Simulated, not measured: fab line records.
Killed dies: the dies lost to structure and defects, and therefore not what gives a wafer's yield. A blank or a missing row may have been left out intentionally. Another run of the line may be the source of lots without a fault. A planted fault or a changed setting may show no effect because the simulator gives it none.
fab line records | flow nandHarc
record lots=6 | wafers=18 | lastDay=33
route steps=1302 shown P_CONTACT@225 END@1302
lots with no fault: from the same line, run without faults
startH: the number of hours between the record's first day and the start of the first shown wafer of the lot | waitH: time in hours since the lot's previous step | " identical to the entry in the row above | L1.1+2: a row that stands for several wafers | - no value present, or no start provided | * or withheld: withheld | < > ~ a bound
route shown NAME@n: names a module that has steps shown in the file, with the first one's number in the route | usual: mean/standard deviation of fault-free wafers | same: alike in all rows | chamber/n: place in a boat | sites: each site's reading | _std_site: their standard deviation | _edge_site: the outer-site mean with the inner-site mean subtracted | radiusMm: how far each site lies from the wafer's centre | mask NAME#n: copy n | behind: the last tool/chamber to shape the wafer | hold: why the lot went on hold/how many hours it stayed there/how the hold came to an end | device: transistor that didn't switch, given as n, p or np | end of line: the same wafers' tests at the end of the route | a step without rows: its recipe alone | killed: at the first sort, the dies lost to defects and structure; wafer yield is something else | map: dies across one wafer; x = killed, . = not, _ = none there
set.NAME: the setting that was run; set.NAME@STEP: the one run at that earlier step | model.NAME: the simulator's own value behind a step, which no gauge read
lots at some steps of the route; a table a step, a row a wafer
services: the hour from which a tool's chamber was out of use, counted from the record's first day as startH (under 0 if before that day), plus the number of hours and why
## steps
# step NHARC_P_CONTACT_COAT_34
# recipe tempC=225 | timeS=65
# step NHARC_P_CONTACT_COAT_06
# recipe spinRpm=1500 | resistThkNm=90
# step NHARC_P_CONTACT_SOFTBAKE_07
# recipe tempC=105 | timeS=55
# step NHARC_P_CONTACT_EBR_08
# step NHARC_P_CONTACT_EXPOSE_09
# recipe na=1.35 | targetCdNm=90 | doseMj=81.26 | maskId=P_CA
# step NHARC_P_CONTACT_PEB_10
# recipe pebTempC=100 | pebTimeS=65
# step NHARC_P_CONTACT_DEVELOP_11
# recipe developTimeS=35 | devTempC=23
# step NHARC_P_CONTACT_CD_MEAS_12
# recipe targetCdNm=90 | landingEnergyEv=500
# usual cdNm=90.2/0.79
# same landingEnergyEv=500
lot.wafer | tool     | chamber | startH | waitH | cdNm
L473.1    | cdSem-01 | 0       | 129.00 | -     | 91.7
L473.2    | "        | 0       | "      | "     | 91.4
L473.5    | "        | 0       | "      | "     | 90.1
L474.2    | cdSem-02 | 0       | 132.25 | -     | 89.7
L474.4    | "        | 0       | "      | "     | 89.6
L474.5    | "        | 0       | "      | "     | 89.5
L482.1    | cdSem-02 | 0       | 214.99 | -     | 90.6
L482.2    | "        | 0       | "      | "     | 90.5
L482.4    | "        | 0       | "      | "     | 90.2
L485.2    | cdSem-03 | 0       | 247.64 | -     | 88.7
L485.3    | "        | 0       | "      | "     | 89.1
L485.5    | "        | 0       | "      | "     | 89.7
L491.1    | cdSem-03 | 0       | 312.96 | -     | 90.9
L491.2    | "        | 0       | "      | "     | 91.0
L491.6    | "        | 0       | "      | "     | 91.0
L494.1    | cdSem-01 | 0       | 355.62 | -     | 90.9
L494.4    | "        | 0       | "      | "     | 89.9
L494.6    | "        | 0       | "      | "     | 90.4
# step NHARC_P_CONTACT_OVL_MEAS_13
# usual overlayXNm=0.3/0.81 | overlayYNm=0.0/0.75
lot.wafer | tool       | chamber | startH | waitH | overlayXNm | overlayYNm
L473.1    | overlay-01 | -       | 129.09 | -     | 0.4        | 0.3
L473.2    | "          | -       | "      | "     | 1.0        | 0.3
L473.5    | "          | -       | "      | "     | 0.7        | -0.2
L474.2    | overlay-02 | -       | 132.33 | -     | -0.6       | -0.4
L474.4    | "          | -       | "      | "     | -0.3       | 0.2
L474.5    | "          | -       | "      | "     | -1.0       | -0.2
L482.1    | overlay-02 | -       | 215.08 | -     | 1.3        | 0.8
L482.2    | "          | -       | "      | "     | 1.4        | 0.7
L482.4    | "          | -       | "      | "     | 1.8        | 0.7
L485.2    | overlay-01 | -       | 247.73 | -     | 0.3        | 0.2
L485.3    | "          | -       | "      | "     | 0.5        | 0.1
L485.5    | "          | -       | "      | "     | 1.0        | 0.1
L491.1    | overlay-01 | -       | 313.05 | -     | 1.6        | -0.2
L491.2    | "          | -       | "      | "     | 1.7        | 0.2
L491.6    | "          | -       | "      | "     | 1.4        | 0.0
L494.1    | overlay-02 | -       | 355.71 | -     | 0.2        | -0.3
L494.4    | "          | -       | "      | "     | -0.3       | -0.2
L494.6    | "          | -       | "      | "     | -0.7       | 0.4
# step NHARC_P_CONTACT_INSPECT_14
# usual rawDefectCount=4.3/2.6
lot.wafer | tool             | chamber | startH | waitH | rawDefectCount
L473.1    | defectInspect-02 | -       | 129.13 | 0.0   | 6
L473.2    | "                | -       | "      | "     | 9
L473.5    | "                | -       | "      | "     | 4
L474.2    | defectInspect-02 | -       | 132.37 | 0.0   | 2
L474.4    | "                | -       | "      | "     | 3
L474.5    | "                | -       | "      | "     | 5
L482.1    | defectInspect-02 | -       | 215.11 | 0.0   | 1
L482.2    | "                | -       | "      | "     | 4
L482.4    | "                | -       | "      | "     | 2
L485.2    | defectInspect-01 | -       | 247.77 | 0.0   | 8
L485.3    | "                | -       | "      | "     | 13
L485.5    | "                | -       | "      | "     | 10
L491.1    | defectInspect-01 | -       | 313.09 | 0.0   | 4
L491.2    | "                | -       | "      | "     | 1
L491.6    | "                | -       | "      | "     | 5
L494.1    | defectInspect-02 | -       | 355.75 | 0.0   | 5
L494.4    | "                | -       | "      | "     | 1
L494.6    | "                | -       | "      | "     | 8
# step NHARC_P_CONTACT_DESCUM_17
# recipe timeS=3 | o2FlowSccm=200 | arFlowSccm=0 | biasPowerW=0 | chemistry=O2
# usual drypumpMotorCurrentA=5.8/0.57 | oesProductAu=0.998/0.0084 | rfVppV=57.8/0.86 | showerheadPlenumPTorr=1.90/0.089 | throttleValvePct=11.310/0.0091
# same timeS=3
lot.wafer | tool       | chamber | startH | waitH | drypumpMotorCurrentA | oesProductAu | rfHoursCounterH | rfVppV | showerheadPlenumPTorr | throttleValvePct
L473.1    | rieDiel-08 | 2       | 129.20 | 0.1   | 6.2                  | 1.018        | 5.2             | 55.6   | 1.81                  | 11.325
L473.2    | "          | 0       | "      | "     | 5.7                  | 0.997        | 5.6             | 57.1   | 1.93                  | 11.299
L473.5    | "          | 1       | "      | "     | 5.1                  | 0.985        | -               | 58.4   | 2.02                  | 11.306
L474.4    | rieDiel-09 | 2       | 132.44 | 0.1   | 4.9                  | 1.008        | 5.1             | 56.1   | 1.82                  | 11.317
L474.2    | "          | 3       | "      | "     | 5.9                  | 0.995        | 5.5             | 56.9   | 1.83                  | 11.314
L474.5    | "          | 1       | "      | "     | 5.6                  | 0.998        | -               | 58.1   | 1.80                  | 11.316
L482.2    | rieDiel-08 | 3       | 215.17 | 0.1   | 6.8                  | 0.994        | 1.0             | 58.0   | 1.99                  | 11.313
L482.4    | "          | 0       | "      | "     | 5.7                  | 1.001        | 1.3             | 57.5   | 1.93                  | 11.301
L482.1    | "          | 2       | "      | "     | 6.2                  | 0.993        | 1.0             | 58.6   | 1.81                  | 11.317
L485.2    | rieDiel-08 | 3       | 247.84 | 0.1   | 6.8                  | 1.006        | 2.7             | 57.4   | 1.99                  | 11.299
L485.3    | "          | 0       | "      | "     | 5.7                  | 1.015        | 3.4             | 57.0   | 1.93                  | 11.327
L485.5    | "          | 3       | "      | "     | 6.8                  | 1.007        | -               | 58.2   | 1.99                  | 11.306
L491.2    | rieDiel-08 | 1       | 313.15 | 0.1   | 5.1                  | 1.000        | 7.8             | 57.8   | 2.02                  | 11.317
L491.1    | "          | 3       | "      | "     | 6.8                  | 0.985        | 5.6             | 57.6   | 1.99                  | 11.324
L491.6    | "          | 1       | "      | "     | 5.2                  | 1.000        | -               | 58.5   | 2.02                  | 11.328
L494.1    | rieDiel-09 | 0       | 355.82 | 0.1   | 6.3                  | 0.987        | 0.4             | 58.8   | 2.03                  | 11.308
L494.6    | "          | 0       | "      | "     | 6.3                  | 0.980        | -               | 56.8   | 2.03                  | 11.312
L494.4    | "          | 1       | "      | "     | 5.6                  | 0.989        | -               | 58.4   | 1.80                  | 11.326
# step NHARC_P_CONTACT_ETCH_35
# recipe targetDepthA=390 | overEtchFrac=0.3 | timeS=65 | ionEnergyEv=80 | cf4FlowSccm=150 | arFlowSccm=0 | rfW=300 | biasW=100 | chemistry=CF4
# usual drypumpMotorCurrentA=5.8/0.59 | oesProductAu=1.000/0.0086 | rfVppV=151.0/1.2 | showerheadPlenumPTorr=1.75/0.074 | throttleValvePct=13.284/0.0094
# same timeS=65
lot.wafer | tool       | chamber | startH | waitH | drypumpMotorCurrentA | oesProductAu | rfHoursCounterH | rfVppV | showerheadPlenumPTorr | throttleValvePct
L473.2    | rieDiel-08 | 1       | 129.28 | 0.1   | 5.2                  | 0.988        | 5.1             | 150.8  | 1.86                  | 13.278
L473.1    | "          | 3       | "      | "     | 6.8                  | 0.995        | 5.7             | 151.8  | 1.83                  | 13.290
L473.5    | "          | 0       | "      | "     | 5.7                  | 1.013        | -               | 151.2  | 1.78                  | 13.272
L474.2    | rieDiel-09 | 3       | 132.52 | 0.1   | 5.8                  | 0.983        | 5.5             | 152.2  | 1.70                  | 13.280
L474.4    | "          | 0       | "      | "     | 6.3                  | 0.987        | 4.8             | 152.2  | 1.87                  | 13.299
L474.5    | "          | 3       | "      | "     | 5.8                  | 0.996        | -               | 151.2  | 1.70                  | 13.289
L482.4    | rieDiel-08 | 2       | 215.26 | 0.1   | 6.2                  | 0.987        | 1.0             | 149.5  | 1.68                  | 13.289
L482.1    | "          | 3       | "      | "     | 6.8                  | 0.989        | 1.1             | 153.9  | 1.83                  | 13.286
L482.2    | "          | 1       | "      | "     | 5.2                  | 0.994        | 1.2             | 152.8  | 1.86                  | 13.287
L485.2    | rieDiel-08 | 0       | 247.91 | 0.1   | 5.7                  | 1.011        | 3.4             | 149.7  | 1.78                  | 13.289
L485.3    | "          | 1       | "      | "     | 5.2                  | 0.999        | 3.4             | 151.8  | 1.86                  | 13.279
L485.5    | "          | 1       | "      | "     | 5.2                  | 0.982        | -               | 151.3  | 1.86                  | 13.294
L491.2    | rieDiel-08 | 0       | 313.24 | 0.1   | 5.7                  | 0.994        | 7.3             | 153.0  | 1.78                  | 13.291
L491.1    | "          | 1       | "      | "     | 5.2                  | 0.993        | 7.8             | 152.4  | 1.86                  | 13.288
L491.6    | "          | 3       | "      | "     | 6.8                  | 0.994        | -               | 152.0  | 1.83                  | 13.299
L494.1    | rieDiel-09 | 0       | 355.91 | 0.1   | 6.3                  | 0.988        | 0.4             | 152.6  | 1.87                  | 13.289
L494.4    | "          | 0       | "      | "     | 6.3                  | 0.989        | -               | 151.1  | 1.87                  | 13.283
L494.6    | "          | 1       | "      | "     | 5.6                  | 0.992        | -               | 149.9  | 1.67                  | 13.280
# step NHARC_P_CONTACT_ETCH_36
# recipe targetDepthA=2600 | overEtchFrac=0.25 | timeS=406.25 | ionEnergyEv=200 | n2FlowSccm=150 | h2FlowSccm=150 | arFlowSccm=0 | rfW=400 | biasW=150 | chemistry=N2/H2
# usual drypumpMotorCurrentA=5.8/0.56 | oesProductAu=1.001/0.0087 | rfVppV=430.3/2.7 | showerheadPlenumPTorr=2.03/0.096 | throttleValvePct=14.172/0.0089
# same timeS=406.25
lot.wafer | tool       | chamber | startH | waitH | drypumpMotorCurrentA | oesProductAu | rfHoursCounterH | rfVppV | showerheadPlenumPTorr | throttleValvePct
L473.2    | rieDiel-08 | 3       | 129.36 | -     | 6.9                  | 1.011        | 5.7             | 432.4  | 2.12                  | 14.169
L473.1    | "          | 1       | "      | "     | 5.2                  | 0.989        | 5.2             | 434.5  | 2.16                  | 14.180
L473.5    | "          | 0       | "      | "     | 5.7                  | 1.007        | -               | 432.7  | 2.06                  | 14.181
L474.2    | rieDiel-09 | 2       | 132.61 | -     | 4.9                  | 1.013        | 5.2             | 426.5  | 1.94                  | 14.176
L474.4    | "          | 1       | "      | "     | 5.6                  | 1.002        | 4.8             | 426.9  | 1.92                  | 14.178
L474.5    | "          | 3       | "      | "     | 5.8                  | 0.996        | -               | 426.6  | 1.95                  | 14.171
L482.1    | rieDiel-08 | 2       | 215.35 | -     | 6.2                  | 1.014        | 1.1             | 427.9  | 1.92                  | 14.169
L482.4    | "          | 3       | "      | "     | 6.9                  | 0.994        | 1.1             | 430.9  | 2.12                  | 14.175
L482.2    | "          | 0       | "      | "     | 5.7                  | 0.891        | 1.3             | 432.5  | 2.06                  | 14.171
L485.2    | rieDiel-08 | 1       | 248.00 | -     | 5.2                  | 0.990        | 3.4             | 433.5  | 2.16                  | 14.168
L485.3    | "          | 0       | "      | "     | 5.7                  | 0.891        | 3.5             | 430.6  | 2.06                  | 14.176
L485.5    | "          | 1       | "      | "     | 5.1                  | 1.002        | -               | 434.3  | 2.16                  | 14.162
L491.2    | rieDiel-08 | 0       | 313.33 | -     | 5.7                  | 1.007        | 7.4             | 433.2  | 2.05                  | 14.180
L491.1    | "          | 2       | "      | "     | 6.2                  | 1.002        | 7.4             | 427.7  | 1.92                  | 14.174
L491.6    | "          | 1       | "      | "     | 5.2                  | 0.994        | -               | 433.2  | 2.16                  | 14.178
L494.1    | rieDiel-09 | 0       | 356.01 | -     | 6.3                  | 0.990        | 0.5             | 433.5  | 2.17                  | 14.169
L494.6    | "          | 0       | "      | "     | 6.3                  | 0.988        | -               | 434.5  | 2.17                  | 14.165
L494.4    | "          | 1       | "      | "     | 5.6                  | 0.989        | -               | 426.8  | 1.92                  | 14.181
# step NHARC_P_CONTACT_ETCH_18
# recipe targetDepthA=4810 | timeS=240.5 | c4f8FlowSccm=20 | o2FlowSccm=10 | arFlowSccm=withheld | rfW=600 | biasW=1500 | chemistry=C4F8/O2/Ar
# usual oesProductAu=0.957/0.019 | rfVppV=977/6
# same timeS=240.5
lot.wafer | tool       | chamber | startH | waitH | oesProductAu | rfHoursCounterH | rfVppV
L473.2    | rieDiel-08 | 1       | -      | -     | 0.929        | 5.3             | 986
L473.1    | "          | 2       | "      | "     | 0.950        | 5.4             | 972
L473.5    | "          | 3       | "      | "     | 0.950        | -               | 985
L474.2    | rieDiel-09 | 2       | -      | -     | 0.967        | 5.4             | 970
L474.4    | "          | 1       | "      | "     | 0.953        | 4.9             | 970
L474.5    | "          | 3       | "      | "     | 0.968        | -               | 973
L482.4    | rieDiel-08 | 1       | -      | -     | 0.961        | 1.4             | 986
L482.2    | "          | 2       | "      | "     | 0.984        | 1.3             | 971
L482.1    | "          | 0       | "      | "     | 0.964        | 1.4             | 979
L485.3    | rieDiel-08 | 2       | -      | -     | 0.961        | 3.2             | 971
L485.2    | "          | 3       | "      | "     | 0.948        | 2.8             | 984
L485.5    | "          | 2       | "      | "     | 0.961        | -               | 971
L491.1    | rieDiel-08 | 3       | -      | -     | 0.957        | 5.8             | 986
L491.2    | "          | 0       | "      | "     | 0.973        | 7.6             | 980
L491.6    | "          | 0       | "      | "     | 0.984        | -               | 979
L494.1    | rieDiel-09 | 0       | -      | -     | 0.910        | 0.7             | 986
L494.4    | "          | 0       | "      | "     | 0.913        | -               | 986
L494.6    | "          | 3       | "      | "     | 0.923        | -               | 973
# step NHARC_END_SORT_01
# recipe tempC=25
# usual killedAtArray=52/18 | killedAtOther=1.2/1.5 | killedAtPeriphery=4/3.2 | killedDies=57/17 | killedOpen=3.1/1.9 | killedShort=2.5/1.7
# same grossDies=677
lot.wafer | tool      | chamber | startH | waitH | killedAtArray | killedAtOther | killedAtPeriphery | killedDies | killedOpen | killedShort
L474.2    | prober-01 | 0       | 564.05 | 2.8   | 64            | 0             | 3                 | 67         | 2          | 2
L474.4    | prober-01 | 0       | 565.66 | 3.4   | 48            | 0             | 0                 | 48         | 0          | 2
L474.5    | prober-01 | 0       | 566.47 | 3.7   | 78            | 0             | 1                 | 79         | 4          | 2
L482.2    | prober-02 | 0       | 664.35 | 2.8   | 41            | 0             | 23                | 64         | 5          | 3
L485.3    | prober-01 | 0       | 687.11 | 3.1   | 23            | 0             | 33                | 56         | 2          | 3
# killed by level:class
L474.2 A_CHANNEL_HOLE_D1:chamberFilmFlake=26 A_SLIT:chamberFilmFlake=17 A_CHANNEL_HOLE_D2:chamberFilmFlake=6 A_ZERO_WELL:chamberFilmFlake=5 A_CONTACT:chamberFilmFlake=3 A_STAIRCASE:chamberFilmFlake=2 P_CONTACT:geometricParticle:open=1 A_CHANNEL_FILL_D1:geometricParticle:open=1
L474.4 A_SLIT:chamberFilmFlake=22 A_CHANNEL_HOLE_D1:chamberFilmFlake=13 A_CHANNEL_HOLE_D2:chamberFilmFlake=6 A_ZERO_WELL:chamberFilmFlake=3 A_CHANNEL_FILL_D1:geometricParticle:short=1 A_M0:geometricParticle:short=1 A_CHANNEL_FILL_D1:chamberFilmFlake=1 A_DECK1_JOINT:chamberFilmFlake=1
L474.5 A_CHANNEL_HOLE_D1:chamberFilmFlake=35 A_SLIT:chamberFilmFlake=19 A_CHANNEL_HOLE_D2:chamberFilmFlake=9 A_CONTACT:chamberFilmFlake=5 A_ZERO_WELL:chamberFilmFlake=2 P_M0:geometricParticle:open=1 A_CHANNEL_FILL_D1:geometricParticle:open=1 A_CHANNEL_FILL_D1:geometricParticle:short=1
L482.2 A_CHANNEL_HOLE_D1:chamberFilmFlake=22 P_CONTACT:areaEtch=19 A_CHANNEL_HOLE_D2:chamberFilmFlake=3 P_ZERO_WELL:chamberFilmFlake=2 A_CHANNEL_FILL_D1:chamberFilmFlake=2 A_STAIRCASE:chamberFilmFlake=2 A_CONTACT:chamberFilmFlake=2 A_BONDPAD:chamberFilmFlake=2
L485.3 P_CONTACT:areaEtch=19 A_CHANNEL_HOLE_D1:chamberFilmFlake=9 P_ZERO_WELL:chamberFilmFlake=3 P_GATE:chamberFilmFlake=3 P_M0:chamberFilmFlake=3 A_SLIT:chamberFilmFlake=3 A_CONTACT:chamberFilmFlake=3 P_BONDPAD:chamberFilmFlake=2
# map L482.2 (x killed, . not)
____________.____________
_________......._________
_______..........._______
______....x.x.x....______
_____..............._____
____.........x.......____
____.................____
___...................___
___....x............x.___
__...x.................__
__....x..............x.__
_.....x................._
_...x....x.........x...._
_..............xx......._
_..........x..x........._
_......x................_
.......................x.
...............xx........
.........x.....x.........
...........x.x...........
............x.x...xx.....
_.........x.........x..._
_...........xx..x......._
_......................._
_............x......xx.._
_...x........x.........._
__................x..x.__
__.....x..........x..xx__
___.x.........x..x.xxx___
___....x...........xxx___
____...............xx____
____..............xxx____
_____..............x_____
______............x______
_______.......x..x_______
_________......._________
____________.____________
# map L485.3 (x killed, . not)
____________.____________
_________......._________
_______..........._______
______.............______
_____..............._____
____.................____
____...x........x....____
___.......x...........___
___..................x___
__...................x.__
__x.....x....x.x.......__
_....x..x..............._
_......x................_
_.....x....x............_
_....x...............x.._
_..x...xx..x.....x......_
.x.....xx......x...xx..x.
x.....x..............x...
........x.......x.x......
...x.x.......x...xx......
......x..................
_..............x.x......_
_......................._
_..........x.......xx..._
_...........x.......x..._
_...................x..._
__............x........__
__...x......x..........__
___.................x.___
___.............x.....___
____...............x.____
____.............xx..____
_____..............._____
______.............______
_______..........._______
_________......._________
____________.____________
## services
tool       | chamber | startH | hours | kind
rieDiel-08 | 0       | 120.91 | -     | clean
rieDiel-08 | 1       | 120.91 | -     | clean
rieDiel-08 | 2       | 120.91 | -     | clean
rieDiel-08 | 3       | 120.91 | -     | clean
rieDiel-09 | -       | 143.10 | 9.0   | pm
rieDiel-08 | 0       | 145.41 | -     | clean
rieDiel-08 | 1       | 145.41 | -     | clean
rieDiel-08 | 2       | 145.41 | -     | clean
rieDiel-08 | 3       | 145.41 | -     | clean
rieDiel-09 | -       | 155.61 | 1.0   | repair
rieDiel-08 | 0       | 169.91 | -     | clean
rieDiel-08 | 1       | 169.91 | -     | clean
rieDiel-08 | 2       | 169.91 | -     | clean
rieDiel-08 | -       | 190.94 | 9.0   | pm
rieDiel-09 | 1       | 198.21 | 2.8   | repair
rieDiel-09 | -       | 201.55 | 0.5   | repair
rieDiel-09 | 0       | 203.44 | 6.9   | repair
rieDiel-08 | 3       | 237.34 | 8.9   | repair
rieDiel-08 | 3       | 250.95 | 9.5   | repair
rieDiel-08 | 0       | 259.11 | 1.2   | repair
rieDiel-09 | -       | 320.10 | 9.0   | pm
rieDiel-08 | 3       | 330.01 | 16.1  | repair
rieDiel-09 | 2       | 352.63 | 8.0   | repair
rieDiel-09 | 3       | 354.28 | 1.4   | repair
## key
firstSign step=NHARC_P_CONTACT_ETCH_36 | reading=oesProductAu | direction=down | sigmas=13 | usual=1.001 | struck=0.891
effect step=NHARC_END_SORT_01 | reading=killedAtPeriphery | direction=up | sigmas=7.7 | usual=4 | struck=28
metAt NHARC_P_CONTACT_ETCH_36
struckWafers L482.2,L485.3
testerLeftOut L482,L485
onsetBetween 129.36 215.35
fault kind=processParameterDrift | tool=rieDiel-08 | chamber=0 | onsetH=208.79 | steps=NHARC_P_CONTACT_ETCH_36 | channel=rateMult | offset=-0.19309 | shape=step | endH=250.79
# testerLeftOut: of these lots the tester's yield and bins aren't shown, on N5 and GAA mostly nor the transistor test; their killed dies are dies lost to structure and defects alone, not to doping, threshold or leakage, so they don't give the yield
